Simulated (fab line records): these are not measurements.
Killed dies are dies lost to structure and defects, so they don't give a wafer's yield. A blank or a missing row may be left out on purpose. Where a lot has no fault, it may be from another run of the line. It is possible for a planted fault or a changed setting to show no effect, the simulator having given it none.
Chamber matching / flow nandHarc / 4 sister chambers for NHARC_A_DECK1_JOINT_CMP_13 on cmp-01
The step polishes, target thk 51.023 nm. 4 wafers are shown with their chamber, then 8 later ones without.

WAFERS WITH THEIR CHAMBER
wafer=L079.5; chamber=0; motorCurrentA (A)=13.1
wafer=L082.4; chamber=3; motorCurrentA (A)=11.2
wafer=L082.5; chamber=1; motorCurrentA (A)=13.1
wafer=L087.1; chamber=2; motorCurrentA (A)=10.1

WAFERS WITH NO CHAMBER GIVEN
wafer=L087.2; motorCurrentA (A)=11.2
wafer=L087.6; motorCurrentA (A)=10.4
wafer=L088.1; motorCurrentA (A)=10.6
wafer=L088.4; motorCurrentA (A)=12.5
wafer=L088.5; motorCurrentA (A)=13.1
wafer=L092.2; motorCurrentA (A)=11.0
wafer=L092.4; motorCurrentA (A)=12.4
wafer=L092.6; motorCurrentA (A)=11.5

WHICH CHAMBER EACH ONE RAN IN
wafer=L087.2; from the rows above=3; in truth=3
wafer=L087.6; from the rows above=can't be placed: 2 or 3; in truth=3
wafer=L088.1; from the rows above=can't be placed: 2 or 3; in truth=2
wafer=L088.4; from the rows above=can't be placed: 0 or 1 or 3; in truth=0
wafer=L088.5; from the rows above=can't be placed: 0 or 1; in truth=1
wafer=L092.2; from the rows above=can't be placed: 3 or 2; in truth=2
wafer=L092.4; from the rows above=can't be placed: 0 or 1 or 3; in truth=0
wafer=L092.6; from the rows above=3; in truth=3
Correct placement for 2 of the 8. These rows do not allow placing 6 (true chamber among the candidates in 6). Wrongly placed: 0.
How it was worked out, from the rows above alone: a wafer's distance from a chamber is the root of the sum, over the readings, of the square of ((its reading less the chamber's mean) divided by the reading's scatter). The wafer belongs to the nearest chamber; if the next one is less than 2 further off, it can't be placed. Each chamber's mean is taken over the wafers shown for it. The scatter: root of mean squared gap, hidden wafer to nearest shown wafer, with one shown wafer a chamber.
